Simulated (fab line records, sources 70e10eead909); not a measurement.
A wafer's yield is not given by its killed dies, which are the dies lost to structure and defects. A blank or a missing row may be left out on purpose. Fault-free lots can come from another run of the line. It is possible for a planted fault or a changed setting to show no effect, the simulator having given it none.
Chamber matching -- flow nand_harc -- NHARC_A_SGD_CUT_DEP_00 on pecvd-03: 3 sister chambers
The step deposits SiNx, target thk 50 nm. 3 wafers are shown with their chamber, then 11 later ones without.

EACH WAFER AND ITS CHAMBER
wafer,chamber,heater_power_w (W)
L088.2,0,714
L088.3,1,678
L088.1,2,572

WAFERS MISSING THEIR CHAMBER
wafer,heater_power_w (W)
L088.4,671
L088.5,704
L092.1,536
L092.3,722
L092.6,679
L093.3,703
L093.5,570
L093.6,669
L097.2,547
L097.3,607
L097.5,599

WHICH CHAMBER EACH ONE RAN IN
wafer,from the rows above,in truth
L088.4,can't be placed: 1 or 0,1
L088.5,can't be placed: 0 or 1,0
L092.1,2,2
L092.3,can't be placed: 0 or 1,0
L092.6,can't be placed: 1 or 0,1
L093.3,can't be placed: 0 or 1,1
L093.5,2,2
L093.6,can't be placed: 1 or 0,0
L097.2,2,2
L097.3,can't be placed: 2 or 1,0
L097.5,2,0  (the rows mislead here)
3 of 11 placed correctly. Cannot be placed on the basis of these rows: 7; the candidates contain the true chamber in 6. Wrongly placed: 1.
How it was worked out, from the rows above alone: a wafer's distance from a chamber is the root of the sum, over the readings, of the square of ((its reading less the chamber's mean) divided by the reading's scatter). If the next closest chamber is less than 2 further off than the closest, the wafer can't be placed; otherwise it belongs to the closest. For every chamber, the mean is computed from those of its wafers that are shown. The scatter: root of mean squared gap, hidden wafer to nearest shown wafer, with one shown wafer a chamber.
